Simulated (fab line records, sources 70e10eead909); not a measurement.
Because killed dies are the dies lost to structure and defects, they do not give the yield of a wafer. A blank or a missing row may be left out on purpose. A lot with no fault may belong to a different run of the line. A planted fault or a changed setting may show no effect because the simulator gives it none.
Matching of chambers :: flow nandHarc :: rieDiel-13 running NHARC_P_ZERO_WELL_ETCH_65: 4 sister chambers
The step etches the open film in N2/H2, target depth 80 nm, overetch 24 nm, time 87.88 s. 4 wafers are shown with their chamber, then 7 later ones without.

== WAFERS WITH THEIR CHAMBER ==
wafer: L793.5
chamber: 1
drypumpMotorCurrentA (A): 6.1

wafer: L801.3
chamber: 2
drypumpMotorCurrentA (A): 6.1

wafer: L802.4
chamber: 3
drypumpMotorCurrentA (A): 5.2

wafer: L802.5
chamber: 0
drypumpMotorCurrentA (A): 5.5

== WAFERS WHOSE CHAMBER IS MISSING ==
wafer: L802.6
drypumpMotorCurrentA (A): 6.1

wafer: L804.1
drypumpMotorCurrentA (A): 5.5

wafer: L804.4
drypumpMotorCurrentA (A): 6.0

wafer: L804.6
drypumpMotorCurrentA (A): 6.1

wafer: L807.1
drypumpMotorCurrentA (A): 5.5

wafer: L807.3
drypumpMotorCurrentA (A): 6.0

wafer: L807.4
drypumpMotorCurrentA (A): 5.2

== THE CHAMBER EACH PASSED THROUGH ==
wafer: L802.6
from the rows above: can't be placed: 1 or 2
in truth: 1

wafer: L804.1
from the rows above: 0
in truth: 0

wafer: L804.4
from the rows above: can't be placed: 1 or 2
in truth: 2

wafer: L804.6
from the rows above: can't be placed: 1 or 2
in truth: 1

wafer: L807.1
from the rows above: 0
in truth: 0

wafer: L807.3
from the rows above: can't be placed: 1 or 2
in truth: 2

wafer: L807.4
from the rows above: 3
in truth: 3
Correct placement for 3 of the 7. Not placeable from these rows: 4 (in 4, the candidates include the true chamber). Placed wrongly: 0.
How it was worked out, from the rows above alone: a wafer's distance from a chamber is the root of the sum, over the readings, of the square of ((its reading less the chamber's mean) divided by the reading's scatter). If the next closest chamber is less than 2 further off than the closest, the wafer can't be placed; otherwise it belongs to the closest. The mean given for a chamber averages the wafers shown for that chamber. The scatter: root of mean squared gap, hidden wafer to nearest shown wafer, with one shown wafer a chamber.
